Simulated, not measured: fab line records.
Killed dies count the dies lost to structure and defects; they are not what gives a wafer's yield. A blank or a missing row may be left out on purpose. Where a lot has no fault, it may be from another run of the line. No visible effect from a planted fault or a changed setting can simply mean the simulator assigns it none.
Chamber matching ; flow nand harc ; 4 sister chambers for NHARC_A_CHANNEL_FILL_D2_ALD_14 on ald hk-02
The step deposits SiO2, target thk 2.5 nm, pulse time 10 s, ald cycles 25. 8 wafers are shown with their chamber, then 7 later ones without.

WAFERS PAIRED WITH THEIR CHAMBERS
wafer;chamber;heater power w (W);precursor pulse height rel
L309.4;0;484;0.983
L322.1;1;475;1.006
L322.3;0;468;1.000
L322.4;3;468;1.006
L325.1;3;457;1.024
L325.6;2;476;1.019
L326.1;2;480;1.012
L326.2;1;464;0.985

WAFERS WITH NO CHAMBER GIVEN
wafer;heater power w (W);precursor pulse height rel
L326.6;484;0.989
L328.2;481;1.019
L328.3;466;0.977
L328.5;470;1.027
L329.3;467;1.009
L329.4;459;1.034
L329.6;458;0.987

EACH ONE'S CHAMBER
wafer;from the rows above;in truth
L326.6;can't be placed: 0 or 1 or 2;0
L328.2;can't be placed: 2 or 3 or 0 or 1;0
L328.3;can't be placed: 1 or 0 or 3 or 2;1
L328.5;can't be placed: 3 or 2 or 1 or 0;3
L329.3;can't be placed: 3 or 1 or 2 or 0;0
L329.4;can't be placed: 3 or 2 or 1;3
L329.6;can't be placed: 1 or 0 or 3 or 2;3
Correct placement for 0 of the 7. Not placeable from these rows: 7 (in 7, the candidates include the true chamber). Number placed wrongly: 0.
How it was worked out, from the rows above alone: a wafer's distance from a chamber is the root of the sum, over the readings, of the square of ((its reading less the chamber's mean) divided by the reading's scatter). The wafer belongs to the nearest chamber; if the next one is less than 2 further off, it can't be placed. A chamber's mean is the mean of its shown wafers. The scatter is the square root of a quotient: the sum, over the shown wafers, of each reading's squared deviation from its chamber's mean, divided by wafers minus chambers.
